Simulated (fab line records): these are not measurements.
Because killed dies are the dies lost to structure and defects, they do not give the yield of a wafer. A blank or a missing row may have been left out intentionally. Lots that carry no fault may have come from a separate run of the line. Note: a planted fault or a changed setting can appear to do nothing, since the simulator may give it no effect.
fab line records ; flow n5Finfet
[record] lots = 6; wafers = 18; lastDay = 17
route steps=1938 shown MOL_CONTACT_COAG@550 BEOL_M4@1111 PASSIVATION@1936
lots that met no fault: taken from a fault-free run of the same line
startH: hours from the record's first day to the start of the lot's first wafer shown ; waitH: hours from the lot's prior step to this one ; " the same as in the row above ; L1.1+2: several wafers, shown together as one row ; - no value present, or no start provided ; * or withheld: withheld ; < > ~ a bound
route shown NAME@n: names a module that has steps shown in the file, with the first one's number in the route ; usual: mean/standard deviation taken from wafers without a fault ; same: alike in all rows ; chamber/n: place in a boat ; sites: each site's reading ; _std_site: standard deviation of those values ; _edge_site: mean of outer sites minus mean of inner sites ; radiusMm: for every site, how far away it sits from the centre of the wafer ; mask NAME#n: copy n ; behind: tool/chamber where the wafer was last shaped ; hold: why the lot went on hold/how many hours it stayed there/how the hold came to an end ; device: whichever transistor did not switch (one of n, p or np) ; end of line: tests of these same wafers at the route's end ; a step given without rows: its recipe and nothing more ; killed: the dies lost at the first sort to structure and to defects; this is not the yield of the wafer ; map: shows each die of a wafer: x if killed, . if not, _ if none is there
set.NAME: the setting as run; set.NAME@STEP: as run at that earlier step ; model.NAME: the simulator's own value behind a step, which no gauge read
lots at some steps of the route; a table a step, a row a wafer
services: a tool's chamber out of use, with start hour (startH, from the record's first day; less than 0 if before it), hours out, and reason
[[steps]]
[step N5_MOL_CONTACT_COAG_PRE_CLEAN_142]
[recipe] gas = H2/He; timeS = 60; tempC = 300
[usual] heaterPowerW = 461/40
lot.wafer;tool;chamber;startH;waitH;heaterPowerW
L397.2;pvdSputter-02;-;117.54;0.8;513
L397.4;pvdSputter-02;-;117.54;0.8;477
L397.6;pvdSputter-02;-;117.54;0.8;439
L410.2;pvdSputter-02;-;177.07;1.3;478
L410.3;pvdSputter-02;-;177.07;1.3;441
L410.4;pvdSputter-02;-;177.07;1.3;499
L413.1;pvdSputter-02;-;194.83;1.5;428
L413.4;pvdSputter-02;-;194.83;1.5;493
L413.6;pvdSputter-02;-;194.83;1.5;426
L414.1;pvdSputter-01;-;197.85;2.2;463
L414.3;pvdSputter-01;-;197.85;2.2;477
L414.4;pvdSputter-01;-;197.85;2.2;376
L415.1;pvdSputter-03;-;201.80;2.0;508
L415.3;pvdSputter-03;-;201.80;2.0;475
L415.6;pvdSputter-03;-;201.80;2.0;504
L420.1;pvdSputter-02;-;234.34;0.9;512
L420.2;pvdSputter-02;-;234.34;0.9;427
L420.5;pvdSputter-02;-;234.34;0.9;500
[step N5_MOL_CONTACT_COAG_SPUTTER_130]
[recipe] material = Co; targetThkA = 475; tempC = 25; chamberPressurePa = 0.5; powerW = 3000
[usual] cathodeDcPowerW = 3000.1/0.52; throttleValvePct = 29.6/0.91
lot.wafer;tool;chamber;startH;waitH;cathodeDcPowerW;throttleValvePct
L397.2;pvdSputter-02;-;117.60;0.0;2999.7;30.5
L397.4;pvdSputter-02;-;117.60;0.0;3000.5;29.4
L397.6;pvdSputter-02;-;117.60;0.0;2999.8;28.9
L410.2;pvdSputter-02;-;177.13;0.0;3000.7;29.3
L410.3;pvdSputter-02;-;177.13;0.0;3000.1;28.8
L410.4;pvdSputter-02;-;177.13;0.0;3000.8;30.5
L413.1;pvdSputter-02;-;194.90;0.0;2999.6;30.8
L413.4;pvdSputter-02;-;194.90;0.0;3000.3;30.7
L413.6;pvdSputter-02;-;194.90;0.0;3000.0;28.8
L414.1;pvdSputter-01;-;197.91;0.0;3000.2;29.2
L414.3;pvdSputter-01;-;197.91;0.0;2999.4;27.6
L414.4;pvdSputter-01;-;197.91;0.0;3000.1;29.7
L415.1;pvdSputter-03;-;201.86;0.0;2999.8;30.5
L415.3;pvdSputter-03;-;201.86;0.0;2999.9;30.2
L415.6;pvdSputter-03;-;201.86;0.0;3001.0;30.6
L420.1;pvdSputter-02;-;234.40;0.0;3000.4;30.5
L420.2;pvdSputter-02;-;234.40;0.0;2999.4;30.8
L420.5;pvdSputter-02;-;234.40;0.0;2999.4;30.8
[step N5_MOL_CONTACT_COAG_PRECLEAN_125]
[recipe] chemistry = DIW; timeS = 57.5; tempC = 23
[step N5_MOL_CONTACT_COAG_SRD_126]
[recipe] dryTimeS = 32; dry = n2Spin; spinRpm = 1500
[step N5_MOL_CONTACT_COAG_CMP_23]
[recipe] stopOn = SiO2; tOverpolishS = 1.5; postCmpClean = cuAlkaline; downForcePsi = 2; platenRpm = 50.289; padVelocityMS = 1.0006; targetThkNm = 0
[usual] edgeZonePressureFrac = 1.000/0.0052; motorCurrentA = 8.2/0.77; overpolishRunS = 1.500/0.0091; padLifeWafers = 1157/570; retainingRingPressureFrac = 1.000/0.0048; slurryFlowMlMin = 150.1/0.44; timeToEndpointS = 10/3
lot.wafer;tool;chamber;startH;waitH;edgeZonePressureFrac;motorCurrentA;overpolishRunS;padLifeWafers;retainingRingPressureFrac;slurryFlowMlMin;timeToEndpointS
L397.2;cmp-04;1;117.82;0.1;1.008;7.9;1.510;649;1.011;149.6;14
L397.4;cmp-04;2;117.82;0.1;1.013;7.0;1.504;650;0.998;150.4;14
L397.6;cmp-04;0;117.82;0.1;0.998;7.4;1.505;-;0.992;150.0;14
L410.4;cmp-02;2;177.31;0.0;0.996;7.5;1.487;1554;1.005;150.2;6
L410.3;cmp-02;3;177.31;0.0;0.999;8.0;1.511;1555;1.002;149.6;10
L410.2;cmp-02;1;177.31;0.0;0.999;8.9;1.496;1557;1.002;149.8;10
L413.1;cmp-02;0;195.09;0.0;0.994;8.2;1.512;1704;0.997;150.1;11
L413.4;cmp-02;2;195.09;0.0;0.999;7.6;1.508;1706;1.004;149.6;7
L413.6;cmp-02;1;195.09;0.0;0.989;9.7;1.501;-;1.000;150.4;6
L414.4;cmp-04;3;198.12;0.1;1.003;9.5;1.504;1327;1.002;150.4;7
L414.1;cmp-04;0;198.12;0.1;1.000;8.0;1.497;1328;0.993;149.7;16
L414.3;cmp-04;1;198.12;0.1;0.999;8.5;1.486;1329;0.995;150.6;15
L415.3;cmp-02;3;202.04;0.0;0.992;8.0;1.493;1758;1.011;149.9;8
L415.1;cmp-02;1;202.04;0.0;0.997;9.3;1.496;1760;1.006;149.6;8
L415.6;cmp-02;3;202.04;0.0;0.992;7.6;1.491;-;1.009;149.6;10
L420.2;cmp-03;2;234.58;0.0;0.998;8.1;1.497;936;0.995;150.0;10
L420.1;cmp-03;0;234.58;0.0;1.003;9.8;1.511;938;0.999;150.6;9
L420.5;cmp-03;3;234.58;0.0;1.005;7.1;1.499;-;0.998;149.9;15
[step N5_MOL_CONTACT_COAG_WET_ETCH_26]
[recipe] target = Co; targetDepthNm = 13
[step N5_MOL_CONTACT_COAG_WET_ETCH_116]
[recipe] chemistry = SC1-inhibited; targetDepthNm = 4.6; dry = ipaMarangoni; rinseTimeS = 30; rinseTempC = 23
[step N5_MOL_CONTACT_COAG_ALD_27]
[recipe] material = SiOC; targetThkA = 170; tempC = 400; aldPrecursorFamily = carbosiloxane; aldCoReactant = H2-plasma; pulseTimeS = 1.5; timeS = 2720; purgeTimeS = 2; coReactantPurgeTimeS = 2; aldCycles = 340; pressureTorr = 2
[usual] heaterPowerW = 863/97; precursorPulseHeightRel = 1.001/0.02; susceptorTempC = 400.02/0.2
[same] pulseTimeS = 1.5
lot.wafer;tool;chamber;startH;waitH;heaterPowerW;precursorPulseHeightRel;susceptorTempC
L397.2;aldSin-01;3;119.05;0.5;842;1.019;399.91
L397.4;aldSin-01;1;119.05;0.5;863;1.003;400.21
L397.6;aldSin-01;0;119.05;0.5;628;1.008;400.24
L410.2;aldSin-01;3;178.13;0.0;855;1.006;399.80
L410.3;aldSin-01;0;178.13;0.0;640;1.036;399.76
L410.4;aldSin-01;2;178.13;0.0;1073;1.036;400.20
L413.1;aldSin-02;3;195.91;0.0;930;1.001;399.92
L413.4;aldSin-02;2;195.91;0.0;773;0.988;400.27
L413.6;aldSin-02;0;195.91;0.0;796;1.000;400.05
L414.1;aldSin-02;0;198.91;0.0;785;0.963;400.04
L414.3;aldSin-02;3;198.91;0.0;900;0.987;400.07
L414.4;aldSin-02;0;198.91;0.0;787;0.970;399.83
L415.1;aldSin-03;3;202.86;0.0;959;1.044;399.81
L415.3;aldSin-03;1;202.86;0.0;757;0.968;399.67
L415.6;aldSin-03;3;202.86;0.0;969;0.987;400.32
L420.1;aldSin-03;0;235.40;0.0;838;1.052;400.03
L420.2;aldSin-03;1;235.40;0.0;749;0.997;400.06
L420.5;aldSin-03;2;235.40;0.0;955;1.002;400.31
[step N5_MOL_CONTACT_COAG_CMP_28]
[recipe] stopOn = SiNx; tOverpolishS = 0.85; postCmpClean = alkalineBrush; downForcePsi = 4.15; platenRpm = 51.8; padVelocityMS = 1.0307; targetThkNm = 14.522
[usual] edgeZonePressureFrac = 1.000/0.0054; motorCurrentA = 12.6/1.3; padLifeWafers = 1020/620; retainingRingPressureFrac = 1.000/0.0051; slurryFlowMlMin = 150.0/0.45; timeToEndpointS = 5.7/2.8
lot.wafer;tool;chamber;startH;waitH;edgeZonePressureFrac;motorCurrentA;padLifeWafers;retainingRingPressureFrac;slurryFlowMlMin;timeToEndpointS
L397.2;cmp-03;2;120.62;0.8;1.001;12.5;24;0.992;151.1;6.1
L397.4;cmp-03;1;120.62;0.8;1.007;12.3;27;1.006;150.2;5.9
L397.6;cmp-03;2;120.62;0.8;0.996;12.4;-;0.996;150.2;7.1
L410.2;cmp-03;2;179.70;0.8;1.003;13.1;534;0.995;150.4;5.0
L410.4;cmp-03;3;179.70;0.8;1.003;11.5;535;1.006;149.9;8.0
L410.3;cmp-03;0;179.70;0.8;1.002;15.4;536;0.997;150.1;2.0
L413.4;cmp-04;3;197.52;0.8;0.993;14.5;1321;0.997;149.9;2.0
L413.1;cmp-04;0;197.52;0.8;1.003;11.7;1322;0.990;150.1;8.8
L413.6;cmp-04;3;197.52;0.8;1.001;15.0;-;1.000;149.4;3.2
L414.3;cmp-02;1;200.48;0.8;0.997;14.3;1746;0.999;149.9;5.1
L414.1;cmp-02;3;200.48;0.8;1.001;12.3;1748;0.994;150.6;7.1
L414.4;cmp-02;0;200.48;0.8;1.012;13.4;1749;1.007;149.5;9.9
L415.3;cmp-03;2;204.43;0.8;1.000;13.1;714;1.004;149.8;2.6
L415.1;cmp-03;3;204.43;0.8;1.001;10.9;715;1.000;150.1;6.1
L415.6;cmp-03;2;204.43;0.8;1.007;12.6;-;1.001;149.5;3.1
L420.2;cmp-03;3;236.97;0.8;1.008;11.6;954;1.004;150.3;8.8
L420.1;cmp-03;0;236.97;0.8;0.994;14.8;955;0.989;150.2;2.1
L420.5;cmp-03;3;236.97;0.8;1.001;11.7;-;1.008;149.8;9.6
[step N5_MOL_CONTACT_COAG_THK_MEAS_29]
[recipe] reads = SiNx_of_GATE_CUT_PECVD_57+SiNx_of_GATE_CUT_SAC_CAP_01
[usual] MD_CAP_THK = 17.93/0.098
lot.wafer;tool;chamber;startH;waitH;MD_CAP_THK[nm]
L397.2;filmMetro-02;-;120.91;-;17.97
L397.4;filmMetro-02;-;120.91;-;17.79
L397.6;filmMetro-02;-;120.91;-;17.97
L410.2;filmMetro-02;-;180.00;-;17.99
L410.3;filmMetro-02;-;180.00;-;18.01
L410.4;filmMetro-02;-;180.00;-;18.05
L413.1;filmMetro-02;-;197.77;-;18.05
L413.4;filmMetro-02;-;197.77;-;18.00
L413.6;filmMetro-02;-;197.77;-;17.98
L414.1;filmMetro-01;-;200.77;-;17.92
L414.3;filmMetro-01;-;200.77;-;17.91
L414.4;filmMetro-01;-;200.77;-;17.99
L415.1;filmMetro-02;-;204.73;-;17.97
L415.3;filmMetro-02;-;204.73;-;17.92
L415.6;filmMetro-02;-;204.73;-;17.96
L420.1;filmMetro-01;-;237.26;-;17.63
L420.2;filmMetro-01;-;237.26;-;18.13
L420.5;filmMetro-01;-;237.26;-;17.96
[step N5_MOL_CONTACT_COAG_ALD_123]
[recipe] material = SiNx; targetThkA = 50; tempC = 400; aldPrecursorFamily = SiH2I2; aldCoReactant = N2/H2-plasma; pulseTimeS = 1; purgeTimeS = 2; coReactantPurgeTimeS = 2; aldCycles = 100; pressureTorr = 2
[usual] heaterPowerW = 856/110; precursorPulseHeightRel = 0.998/0.021; susceptorTempC = 400.00/0.22
[same] pulseTimeS = 1
lot.wafer;tool;chamber;startH;waitH;heaterPowerW;precursorPulseHeightRel;susceptorTempC
L397.2;aldSin-01;2;121.03;0.1;1093;0.992;400.17
L397.4;aldSin-01;0;121.03;0.1;638;0.992;399.86
L397.6;aldSin-01;2;121.03;0.1;1117;1.021;399.92
L410.2;aldSin-01;2;180.13;0.1;1082;0.997;400.06
L410.3;aldSin-01;3;180.13;0.1;828;1.005;400.21
L410.4;aldSin-01;1;180.13;0.1;894;0.986;399.61
L413.1;aldSin-01;0;197.93;0.2;696;1.004;417.65
L413.4;aldSin-01;3;197.93;0.2;921;0.975;417.18
L413.6;aldSin-01;2;197.93;0.2;1233;1.023;417.63
L414.1;aldSin-02;1;200.81;0.0;878;0.998;399.94
L414.3;aldSin-02;0;200.81;0.0;771;1.014;399.70
L414.4;aldSin-02;3;200.81;0.0;898;0.969;400.02
L415.1;aldSin-01;1;204.77;0.0;980;1.010;417.34
L415.3;aldSin-01;0;204.77;0.0;684;0.989;417.09
L415.6;aldSin-01;3;204.77;0.0;933;1.005;417.61
L420.1;aldSin-03;2;237.30;0.0;952;0.978;399.88
L420.2;aldSin-03;0;237.30;0.0;840;1.020;400.27
L420.5;aldSin-03;0;237.30;0.0;817;1.014;400.20
[step N5_MOL_CONTACT_COAG_PECVD_31]
[recipe] material = SiO2; targetThkA = 460; tempC = 400; precursor = TEOS/O2; pressureTorr = 6.5; rfW = withheld; teosFlowSccm = withheld; gas = O2; flowSccm = 2650; timeS = 8.9
[step N5_BEOL_M4_RC_MEAS_101]
[usual] DIBL_N = 36.9/2.1; DIBL_P = 37.1/2.5; IOFF_N = 0.17/0.039; IOFF_P = 0.23/0.043; ION_N = 673/15; ION_P = 462/9.1; SS_N = 71.8/0.69; SS_P = 73.6/0.74; VT_N = 250/3.6; VT_P = -249.7/2.9
lot.wafer;tool;chamber;startH;waitH;DIBL_N[mV/V];DIBL_P[mV/V];IOFF_N[nA/um];IOFF_P[nA/um];ION_N[uA/um];ION_P[uA/um];SS_N[mV/dec];SS_P[mV/dec];VT_N[mV];VT_P[mV]
L397.2;prober-01;0;185.74;0.2;36.8;37.2;0.15;0.17;656;444;71.6;72.9;253;-253.3
L397.4;prober-01;0;185.74;0.2;35.9;36.2;0.14;0.17;670;448;71.2;72.6;253;-256.1
L397.6;prober-01;0;185.74;0.2;37.9;38.3;0.18;0.20;670;457;71.5;73.4;250;-251.9
L410.2;prober-01;0;251.01;0.2;37.1;36.0;0.14;0.19;666;459;71.9;73.2;257;-253.7
L410.3;prober-01;0;251.01;0.2;38.0;38.7;0.16;0.25;665;465;72.0;74.2;252;-249.0
L410.4;prober-01;0;251.01;0.2;36.7;35.0;0.14;0.18;677;461;71.5;72.9;252;-251.7
L414.1;prober-01;0;267.24;0.0;38.3;39.8;0.20;0.27;673;466;71.8;73.5;248;-246.5
L414.3;prober-01;0;267.24;0.0;33.0;33.7;0.12;0.17;668;461;70.6;72.0;254;-255.0
L414.4;prober-01;0;267.24;0.0;34.1;33.8;0.13;0.17;647;449;70.8;72.3;252;-254.0
L413.1;prober-01;0;272.38;0.0;35.6;33.3;0.11;0.16;637;440;71.7;72.4;257;-256.5
L413.4;prober-01;0;272.38;0.0;40.6;42.5;0.23;0.30;701;477;72.6;74.8;246;-244.5
L413.6;prober-01;0;272.38;0.0;37.4;37.2;0.16;0.21;679;461;71.4;73.2;250;-250.5
L415.1;prober-01;0;279.40;0.0;34.8;34.5;0.13;0.16;670;456;71.0;72.6;255;-254.5
L415.3;prober-01;0;279.40;0.0;34.7;35.2;0.12;0.17;648;450;71.9;73.1;256;-254.4
L415.6;prober-01;0;279.40;0.0;35.3;34.9;0.13;0.16;640;442;71.6;72.8;256;-255.4
L420.1;prober-01;0;302.17;0.0;33.8;34.9;0.13;0.20;674;471;71.3;73.2;253;-249.9
L420.2;prober-01;0;302.17;0.0;36.7;38.8;0.19;0.27;696;485;71.8;74.3;246;-246.4
L420.5;prober-01;0;302.17;0.0;36.2;37.2;0.18;0.25;694;476;71.3;73.7;246;-244.1
[step N5_PASSIVATION_PROBE_49]
[usual] defectLimitedYield = 91.3/1.4; killed_at_M0_to_M3 = 32/9.5; killed_at_M4_up = 14/5.2; killedAtContacts = 13/5.7; killedAtFrontEnd = 41/12; killedAtOther = 3.5/2.6; killedDies = 103/17; killedOpen = 68/14; killedShort = 32/7; sort_bin_5_function = 5.0/0.91; sort_bin_6_memory = 3.3/0.7; sort_bin_8_speed = 0.03/0.22; sortNPass = 1076/17; sortYieldPct = 91.2/1.4
[same] grossDies = 1180; killedAtBackSide = 0; sort_bin_4_leakage[%] = 0
lot.wafer;tool;chamber;startH;waitH;defectLimitedYield[%];killed_at_M0_to_M3;killed_at_M4_up;killedAtContacts;killedAtFrontEnd;killedAtOther;killedDies;killedOpen;killedShort;sort_bin_5_function[%];sort_bin_6_memory[%];sort_bin_8_speed[%];sortNPass;sortYieldPct[%]
L397.2;prober-02;-;289.76;0.1;91.6;26;18;16;33;6;99;68;30;5.3;3.0;0;1081;91.6
L397.4;prober-02;-;289.86;0.2;87.5;44;19;32;47;5;147;94;51;7.6;4.4;0;1033;87.5
L397.6;prober-02;-;289.96;0.3;90.5;35;16;23;37;1;112;78;34;5.7;3.6;0;1068;90.5
L410.2;prober-01;-;355.56;0.1;91.2;42;10;15;36;1;104;63;41;5.1;3.4;0;1076;91.2
L410.3;prober-01;-;355.61;0.1;91.7;34;9;10;40;5;98;67;30;5.4;2.7;0;1082;91.7
L410.4;prober-01;-;355.66;0.2;90.3;43;13;9;47;2;114;70;42;6.0;3.5;0;1066;90.3
L414.1;prober-02;-;364.73;0.0;92.3;38;10;18;23;2;91;56;34;4.2;3.2;0;1089;92.3
L414.3;prober-02;-;364.83;0.1;90.4;50;12;14;35;2;113;78;34;5.8;3.3;0;1067;90.4
L414.4;prober-02;-;364.88;0.2;90.8;43;20;11;31;3;108;69;29;5.5;2.9;0;1072;90.8
L413.1;prober-02;-;372.31;0.1;92.2;24;14;10;41;3;92;60;32;5.0;2.6;2.46;1059;89.7
L413.4;prober-02;-;372.46;0.2;89.4;50;27;6;42;0;125;94;30;6.6;3.7;0;1055;89.4
L413.6;prober-02;-;372.56;0.3;91.4;35;15;16;36;0;102;60;33;4.6;3.0;0;1078;91.4
L415.1;prober-01;-;373.19;0.0;93.1;25;9;1;34;12;81;48;24;3.5;2.6;0;1099;93.1
L415.3;prober-01;-;373.29;0.1;89.0;40;14;20;51;5;130;94;34;7.3;3.3;0;1050;89.0
L415.6;prober-01;-;373.44;0.3;93.4;21;11;8;33;5;78;48;28;3.9;2.3;0.17;1100;93.2
L420.1;prober-02;-;408.80;0.0;93.0;36;13;19;13;2;83;61;20;4.3;2.5;0;1097;93.0
L420.2;prober-02;-;408.85;0.1;90.5;55;10;20;24;3;112;84;24;5.2;3.9;0;1068;90.5
L420.5;prober-02;-;409.00;0.2;90.8;38;16;16;35;4;109;64;33;5.8;2.2;0;1071;90.8
// killed by level:class
L397.2 MOL_CONTACT_COAG:geometricParticle:open=11 BEOL_M4:geometricParticle:open=7 STI_FIN_REVEAL:geometricParticle:open=5 DUMMY_GATE:geometricParticle:open=5 BEOL_M3:geometricParticle:open=5 MOL_CONTACT_COAG:geometricParticle:short=5 BEOL_M3:geometricParticle:short=5 BEOL_M0:geometricParticle:open=4
L397.4 MOL_CONTACT_COAG:geometricParticle:open=21 STI_FIN_REVEAL:geometricParticle:open=11 MOL_CONTACT_COAG:geometricParticle:short=11 BEOL_M3:geometricParticle:open=11 BEOL_M4:geometricParticle:open=10 BEOL_M0_SAQP:geometricParticle:short=9 FIN_SAQP:geometricParticle:open=7 BEOL_M2:geometricParticle:open=7
L397.6 MOL_CONTACT_COAG:geometricParticle:open=19 STI_FIN_REVEAL:geometricParticle:open=13 BEOL_M3:geometricParticle:open=8 FIN_SAQP:geometricParticle:open=7 BEOL_M1:geometricParticle:open=6 BEOL_M4:geometricParticle:open=6 FIN_SAQP:geometricParticle:short=5 GATE_CUT:geometricParticle:short=4
L410.2 MOL_CONTACT_COAG:geometricParticle:open=9 STI_FIN_REVEAL:geometricParticle:open=9 BEOL_M2:geometricParticle:open=9 BEOL_M3:geometricParticle:open=8 BEOL_M3:geometricParticle:short=7 FIN_SAQP:geometricParticle:open=6 FIN_SAQP:geometricParticle:short=6 MOL_CONTACT_COAG:geometricParticle:short=6
L410.3 STI_FIN_REVEAL:geometricParticle:open=12 MOL_CONTACT_COAG:geometricParticle:open=9 FIN_SAQP:geometricParticle:open=8 BEOL_M2:geometricParticle:open=8 FIN_SAQP:geometricParticle:short=7 BEOL_M3:geometricParticle:open=6 BEOL_M1:geometricParticle:open=6 BEOL_M0_SAQP:geometricParticle:short=4
L410.4 FIN_SAQP:geometricParticle:open=12 BEOL_M1:geometricParticle:open=11 BEOL_M2:geometricParticle:open=10 FIN_SAQP:geometricParticle:short=8 BEOL_M3:geometricParticle:open=6 ILD0:geometricParticle:short=5 MOL_CONTACT_COAG:geometricParticle:open=5 BEOL_M0_SAQP:geometricParticle:short=5
L414.1 BEOL_M0_SAQP:geometricParticle:short=12 MOL_CONTACT_COAG:geometricParticle:open=12 BEOL_M0_SAQP:geometricParticle:open=12 MOL_CONTACT_COAG:geometricParticle:short=6 FIN_SAQP:geometricParticle:open=4 BEOL_M2:geometricParticle:open=4 BEOL_M2:geometricParticle:short=4 BEOL_M5:geometricParticle:open=4
L414.3 BEOL_M0_SAQP:geometricParticle:open=21 STI_FIN_REVEAL:geometricParticle:open=15 MOL_CONTACT_COAG:geometricParticle:open=13 BEOL_M0_SAQP:geometricParticle:short=11 BEOL_M2:geometricParticle:open=6 BEOL_M4:geometricParticle:open=5 BEOL_M2:geometricParticle:short=4 BEOL_M6:geometricParticle:open=4
L414.4 BEOL_M0_SAQP:geometricParticle:open=10 MOL_CONTACT_COAG:geometricParticle:open=10 BEOL_M0_SAQP:geometricParticle:short=9 BEOL_M2:geometricParticle:open=9 BEOL_M4:geometricParticle:open=9 BEOL_M1:geometricParticle:open=8 HKMG_FIN:areaEtch=8 BEOL_M5:geometricParticle:open=5
L413.1 STI_FIN_REVEAL:geometricParticle:open=19 FIN_SAQP:geometricParticle:short=7 BEOL_M1:geometricParticle:open=6 STI_FIN_REVEAL:geometricParticle:short=5 MOL_CONTACT_COAG:geometricParticle:open=5 MOL_CONTACT_COAG:geometricParticle:short=5 BEOL_M0_SAQP:geometricParticle:short=5 BEOL_M7:geometricParticle:open=5
L413.4 STI_FIN_REVEAL:geometricParticle:open=15 BEOL_M4:geometricParticle:open=13 BEOL_M0_SAQP:geometricParticle:open=13 BEOL_M1:geometricParticle:open=11 FIN_SAQP:geometricParticle:open=7 MOL_CONTACT_COAG:geometricParticle:open=6 BEOL_M2:geometricParticle:open=6 BEOL_M5:geometricParticle:open=6
L413.6 MOL_CONTACT_COAG:geometricParticle:open=13 BEOL_M0_SAQP:geometricParticle:short=11 BEOL_M0_SAQP:geometricParticle:open=9 HKMG_FIN:areaEtch=9 BEOL_M4:geometricParticle:open=8 FIN_SAQP:geometricParticle:open=5 STI_FIN_REVEAL:geometricParticle:open=5 FIN_SAQP:geometricParticle:short=4
L415.1 STI_FIN_REVEAL:geometricParticle:open=8 HKMG_FIN:areaEtch=7 BEOL_M2:geometricParticle:open=6 MIM_TOP_ETCH:geometricParticle:short=5 FIN_SAQP:geometricParticle:open=4 BEOL_M0_SAQP:geometricParticle:short=4 BEOL_M1:geometricParticle:open=4 BEOL_M3:geometricParticle:open=4
L415.3 MOL_CONTACT_COAG:geometricParticle:open=17 FIN_SAQP:geometricParticle:open=16 FIN_SAQP:geometricParticle:short=10 BEOL_M0_SAQP:geometricParticle:open=10 BEOL_M0_SAQP:geometricParticle:short=9 STI_FIN_REVEAL:geometricParticle:open=8 BEOL_M2:geometricParticle:open=8 BEOL_M3:geometricParticle:open=4
L415.6 FIN_SAQP:geometricParticle:open=8 MOL_CONTACT_COAG:geometricParticle:open=7 BEOL_M2:geometricParticle:open=7 BEOL_M1:geometricParticle:open=6 FIN_SAQP:geometricParticle:short=5 STI_FIN_REVEAL:geometricParticle:open=5 GATE_CUT:geometricParticle:short=4 BEOL_M0_SAQP:geometricParticle:short=4
L420.1 MOL_CONTACT_COAG:geometricParticle:open=17 BEOL_M1:geometricParticle:open=9 BEOL_M2:geometricParticle:open=8 BEOL_M0_SAQP:geometricParticle:open=6 BEOL_M4:geometricParticle:open=5 STI_FIN_REVEAL:geometricParticle:open=4 BEOL_M1:geometricParticle:short=4 BEOL_M3:geometricParticle:open=4
L420.2 MOL_CONTACT_COAG:geometricParticle:open=18 BEOL_M2:geometricParticle:open=15 BEOL_M1:geometricParticle:open=9 BEOL_M0_SAQP:geometricParticle:open=8 BEOL_M0_SAQP:geometricParticle:short=7 GATE_CUT:geometricParticle:open=5 BEOL_M2:geometricParticle:short=5 BEOL_M3:geometricParticle:open=4
L420.5 BEOL_M2:geometricParticle:open=11 MOL_CONTACT_COAG:geometricParticle:open=10 BEOL_M0_SAQP:geometricParticle:short=8 HKMG_FIN:areaEtch=8 STI_FIN_REVEAL:geometricParticle:open=7 BEOL_M1:geometricParticle:open=7 BEOL_M4:geometricParticle:open=7 GATE_CUT:geometricParticle:short=6
[[services]]
tool;chamber;startH;hours;kind
aldSin-03;-;96.95;6.1;pm
aldSin-01;-;99.25;14.6;pm
aldSin-01;0;99.25;-;clean
aldSin-01;1;99.25;-;clean
aldSin-01;2;99.25;-;clean
aldSin-01;3;99.25;-;clean
cmp-03;-;113.53;4.0;pm
cmp-03;-;117.53;-;consumableReplace:conditioner
cmp-03;-;117.53;-;consumableReplace:pad
cmp-03;-;139.67;0.7;repair
aldSin-03;3;142.57;3.6;repair
cmp-03;-;143.34;0.6;repair
cmp-02;-;154.51;1.9;repair
cmp-04;-;172.72;1.8;repair
aldSin-02;-;176.82;14.0;pm
aldSin-02;0;176.82;14.0;ventCycle
cmp-03;-;181.47;0.4;repair
cmp-03;-;186.22;2.4;repair
cmp-03;-;188.99;0.4;repair
aldSin-02;-;192.50;2.8;pm
aldSin-03;3;204.97;1.7;repair
cmp-02;-;220.16;0.4;repair
cmp-03;-;220.80;0.6;repair
cmp-02;-;235.04;8.3;pm
[[key]]
[firstSign] step = N5_MOL_CONTACT_COAG_ALD_123; reading = susceptorTempC; direction = up; sigmas = 80; usual = *; struck = *
effect none on later readings
metAt N5_MOL_CONTACT_COAG_ALD_123
struckWafers L413.1,L413.4,L413.6,L415.1,L415.3,L415.6
onsetBetween 180.13 197.93
[fault] kind = processParameterDrift; tool = aldSin-01; chamber = -; onsetH = 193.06; steps = N5_MOL_CONTACT_COAG_ALD_123; channel = tempC; offset = *; shape = step; endH = 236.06; actsIn = *; stated = *
